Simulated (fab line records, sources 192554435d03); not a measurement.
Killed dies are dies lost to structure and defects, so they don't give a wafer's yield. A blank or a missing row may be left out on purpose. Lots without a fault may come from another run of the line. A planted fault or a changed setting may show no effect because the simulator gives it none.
Chamber matching | flow n5_finfet | N5_BEOL_M2_DEP_57 on pecvd-04: 3 sister chambers
The step deposits SiCN from 3MS/NH3, target thk 8 nm, time 14 s. 6 wafers are shown with their chamber, then 8 later ones without.

WAFERS WITH THEIR CHAMBER
wafer  | chamber | throttle_valve_pct (%) | showerhead_plenum_p_Torr (Torr)
L081.2 | 1       | 8.6                    | 3.664
L082.4 | 0       | 9.4                    | 3.671
L083.1 | 1       | 8.7                    | 3.674
L083.2 | 0       | 9.4                    | 3.652
L083.6 | 2       | 8.4                    | 3.656
L086.2 | 2       | 8.3                    | 3.652

WAFERS WITHOUT THEIR CHAMBER
wafer  | throttle_valve_pct (%) | showerhead_plenum_p_Torr (Torr)
L086.3 | 9.4                    | 3.661
L086.4 | 8.4                    | 3.672
L084.2 | 8.8                    | 3.663
L084.4 | 9.5                    | 3.671
L084.5 | 8.7                    | 3.674
L091.3 | 9.3                    | 3.669
L091.4 | 9.5                    | 3.655
L091.5 | 8.2                    | 3.654

WHICH CHAMBER EACH WENT THROUGH
wafer  | from the rows above | in truth
L086.3 | 0                   | 0
L086.4 | 2                   | 2
L084.2 | 1                   | 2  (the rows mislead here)
L084.4 | 0                   | 0
L084.5 | 1                   | 1
L091.3 | 0                   | 0
L091.4 | 0                   | 0
L091.5 | 2                   | 2
Placed correctly: 7 of 8. Can't be placed from these rows: 0. Placed wrongly: 1.
How it was worked out, from the rows above alone: a wafer's distance from a chamber is the root of the sum, over the readings, of the square of ((its reading less the chamber's mean) divided by the reading's scatter). The wafer belongs to the nearest chamber; if the next one is less than 2 further off, it can't be placed. A chamber's mean is the mean of its shown wafers. The scatter: the root of (the sum of the squares of (reading less its chamber's mean) over the shown wafers, divided by (wafers less chambers)).
